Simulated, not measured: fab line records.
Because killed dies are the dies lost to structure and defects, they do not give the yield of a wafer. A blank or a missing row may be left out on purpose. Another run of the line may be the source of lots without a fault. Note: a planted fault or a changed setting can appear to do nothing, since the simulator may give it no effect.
Matching of chambers -- flow nand harc -- rie diel-12 running NHARC_P_GATE_DESCUM_31: 4 sister chambers
The step chemistry O2, time 3 s. 14 wafers are shown with their chamber, then 7 later ones without.

## WAFERS WITH THEIR CHAMBER
wafer,chamber,showerhead plenum p Torr (Torr),rf vpp V (V),oes product au (a.u.)
L687.2,1,1.89,58.9,1.006
L687.3,0,1.91,56.7,0.991
L687.5,2,1.94,57.9,1.007
L689.2,2,1.94,57.5,1.012
L689.3,1,1.89,58.8,1.001
L689.4,3,1.80,57.3,1.023
L700.1,0,1.90,58.1,1.001
L700.3,2,1.93,56.5,0.996
L700.5,3,1.79,56.7,1.012
L701.1,0,1.90,58.3,0.992
L701.4,2,1.93,57.8,1.003
L701.5,0,1.90,57.1,1.000
L702.3,2,1.93,58.2,1.006
L702.4,0,1.90,58.6,1.018

SIGNATURES, as means of the wafers listed above
reading,chamber 0,chamber 1,chamber 2,chamber 3,scatter within a chamber
showerhead plenum p Torr,1.9020,1.8900,1.9340,1.7950,0.005
rf vpp V,57.760,58.850,57.580,57.000,0.676
oes product au,1.00040,1.00350,1.00480,1.01750,0.00825
Rule: a wafer's distance from a chamber is the root of the sum, over the readings, of the square of ((its reading less the chamber's mean) divided by the reading's scatter). The wafer belongs to the nearest chamber; if the next one is less than 2 further off, it can't be placed. The scatter: the root of (the sum of the squares of (reading less its chamber's mean) over the shown wafers, divided by (wafers less chambers)).

## WAFERS MISSING THEIR CHAMBER
wafer,showerhead plenum p Torr (Torr),rf vpp V (V),oes product au (a.u.)
L702.5,1.79,56.1,1.023
L703.1,1.93,57.3,0.998
L703.3,1.88,58.2,0.993
L703.5,1.79,58.6,1.014
L704.1,1.93,56.1,1.012
L704.3,1.79,57.9,1.029
L704.6,1.93,58.0,1.003

## WHICH CHAMBER EACH ONE RAN IN
wafer,from the rows above,in truth
L702.5,3,3
L703.1,2,2
L703.3,can't be placed: 1 or 0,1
L703.5,3,3
L704.1,2,2
L704.3,3,3
L704.6,2,2
Correct placement for 6 of the 7. Can't be placed from these rows: 1 (the true chamber is among the candidates in 1). 0 placed wrongly.
